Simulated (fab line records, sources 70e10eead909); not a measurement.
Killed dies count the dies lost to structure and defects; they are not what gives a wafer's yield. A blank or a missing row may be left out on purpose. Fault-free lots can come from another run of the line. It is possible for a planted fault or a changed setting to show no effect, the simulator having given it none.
Which tool is to blame?	flow nand_harc	11 lots with 33 wafers sampled at 5 steps, on a route of 1302 steps

## WHAT EACH GAUGE READ, for each wafer
NHARC_END_SORT_01.
lot	measured	on	killed_at_array
L472	day 30 10:31	prober-01	47 611 76
L473	day 30 18:19	prober-01	540 57 526

## EACH LOT AND THE TOOL THAT RAN IT (in order: tool; ch and the chambers of the sampled wafers; start)
lot	NHARC_A_STAIRCASE_DEP_471	NHARC_A_SGD_CUT_ETCH_59	NHARC_A_SLIT_ETCH_15	NHARC_A_WL_FILL_STRIP_27
L459	pecvd-01 ch 0,1, day 19 19:35	rie_diel-11 ch 0,1,3, day 20 09:20 or earlier	rie_diel-05 ch 0,1,3, day 20 09:20	plasma_asher-02 ch 0,1, day 21 02:35
L460	pecvd-02 ch 0,1, day 19 19:56	rie_diel-01 ch 2,3, day 20 09:33 or earlier	rie_diel-09 ch 1,2,3, day 20 09:33	plasma_asher-02 ch 0,1, day 21 00:04
L463	pecvd-01 ch 0,1,2, day 21 02:55	rie_diel-11 ch 1,2,3, day 21 16:37 or earlier	rie_diel-10 ch 1,2,3, day 21 16:37	plasma_asher-02 ch 0,1, day 22 07:14
L465	pecvd-04 ch 0,2, day 22 13:28	rie_diel-11 ch 1,2, day 23 03:13 or earlier	rie_diel-05 ch 0,3, day 23 03:13	plasma_asher-02 ch 0,1, day 23 17:50
L467	pecvd-02 ch 0,1,2, day 23 12:28	rie_diel-11 ch 0,2,3, day 24 01:38 or earlier	rie_diel-09 ch 1,2, day 24 01:38	plasma_asher-01 ch 0,1, day 24 17:32
L470	pecvd-02 ch 0,1, day 24 07:14	rie_diel-02 ch 0,1,2, day 25 01:06 or earlier	rie_diel-05 ch 0,1,2, day 25 01:06	plasma_asher-02 ch 0,1, day 25 16:44
L472	pecvd-02 ch 0,1,2, day 24 21:40	rie_diel-11 ch 0,2,3, day 25 11:16 or earlier	rie_diel-10 ch 0,3, day 25 11:16	plasma_asher-01 ch 0, day 26 03:35
L473	pecvd-01 ch 0,2, day 24 21:40	rie_diel-01 ch 0,1,2, day 25 12:39 or earlier	rie_diel-10 ch 0,2, day 25 12:39	plasma_asher-01 ch 0, day 26 03:46
L480	pecvd-02 ch 0,2, day 27 21:28	rie_diel-02 ch 0,1,3, day 28 11:03 or earlier	rie_diel-10 ch 0,1,2, day 28 11:03	plasma_asher-01 ch 0,1, day 29 03:34
L479	pecvd-04 ch 0,1,2, day 27 22:39	rie_diel-01 ch 1,2,3, day 28 12:11 or earlier	rie_diel-05 ch 2,3, day 28 12:11	plasma_asher-02 ch 0,1, day 29 05:54
L481	pecvd-04 ch 1,2, day 29 15:13	rie_diel-11 ch 0,2,3, day 30 08:40 or earlier	rie_diel-10 ch 0,1,2, day 30 08:40	plasma_asher-02 ch 0, day 31 00:28
- NHARC_A_STAIRCASE_DEP_471: deposits SiO2, target thk 100 nm.
- NHARC_A_SGD_CUT_ETCH_59: etches the open film in N2/H2, target depth 260 nm, time 406.25 s.
- NHARC_A_SLIT_ETCH_15: etches the open film in O2/COS, target depth 6200 nm, time 1612 s.
- NHARC_A_WL_FILL_STRIP_27: strips in N2/H2, time 20 s.

## THE ANSWER, worked out from the rows above alone
Rule: the lots themselves supply what counts as usual. The widest of any qualifying gaps counts: lots, ordered by their means at a reading, are off when they make up no more than a third of the lots, leave a main group of 4 or more, and stand apart from it by 3 or more times the standard deviation of that group's means. If all means in a main group match to the digits the tables above print for the reading, that group is not used. A lot without any number at a reading at which 4 lots or more have one is off too. The other lots that the step has rows for count as sound.
None of the lots is off at any reading shown; this tells nothing.

## WHAT THE SIMULATOR PUT IN
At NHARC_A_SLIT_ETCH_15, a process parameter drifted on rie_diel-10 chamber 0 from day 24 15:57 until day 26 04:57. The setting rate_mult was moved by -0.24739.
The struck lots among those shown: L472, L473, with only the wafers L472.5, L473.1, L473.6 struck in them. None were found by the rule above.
